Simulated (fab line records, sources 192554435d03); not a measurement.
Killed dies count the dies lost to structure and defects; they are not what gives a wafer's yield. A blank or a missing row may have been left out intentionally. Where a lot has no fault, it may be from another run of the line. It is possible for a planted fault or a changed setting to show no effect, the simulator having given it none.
Matching of chambers | flow n5_finfet | rie_diel-02 running N5_BEOL_M10_VIA_ETCH_34: 4 sister chambers
The step etches SiCOH lowk in C4F6/O2, target depth 184.5 nm, time 69.2 s. 8 wafers are shown with their chamber, then 12 later ones without.

== WAFERS PAIRED WITH THEIR CHAMBERS ==
wafer  | chamber | drypump_motor_current_A (A) | rf_vpp_V (V)
L079.6 | 3       | 6.5                         | 645
L080.2 | 3       | 6.6                         | 645
L088.1 | 2       | 5.6                         | 631
L088.2 | 0       | 6.1                         | 640
L088.3 | 1       | 5.9                         | 683
L087.1 | 2       | 5.6                         | 631
L087.2 | 1       | 5.9                         | 682
L087.3 | 0       | 6.1                         | 643

== WAFERS WITHOUT THEIR CHAMBER ==
wafer  | drypump_motor_current_A (A) | rf_vpp_V (V)
L087.4 | 5.9                         | 682
L087.5 | 5.6                         | 632
L087.6 | 6.1                         | 641
L089.1 | 5.6                         | 632
L089.3 | 6.1                         | 640
L089.4 | 6.2                         | 639
L091.3 | 5.9                         | 680
L091.4 | 6.1                         | 640
L091.6 | 5.6                         | 632
L093.1 | 5.9                         | 683
L093.4 | 6.6                         | 647
L093.6 | 5.9                         | 682

== EACH ONE'S CHAMBER ==
wafer  | from the rows above | in truth
L087.4 | 1                   | 1
L087.5 | 2                   | 2
L087.6 | 0                   | 0
L089.1 | 2                   | 2
L089.3 | 0                   | 0
L089.4 | 0                   | 0
L091.3 | 1                   | 1
L091.4 | 0                   | 0
L091.6 | 2                   | 2
L093.1 | 1                   | 1
L093.4 | 3                   | 3
L093.6 | 1                   | 1
12 of 12 placed correctly. Number that these rows cannot place: 0. Number placed wrongly: 0.
How it was worked out, from the rows above alone: a wafer's distance from a chamber is the root of the sum, over the readings, of the square of ((its reading less the chamber's mean) divided by the reading's scatter). The wafer belongs to the nearest chamber; if the next one is less than 2 further off, it can't be placed. The mean given for a chamber averages the wafers shown for that chamber. The scatter: take each reading less its chamber's mean, square it, sum over the shown wafers, divide by the number of wafers less the number of chambers, and take the root.
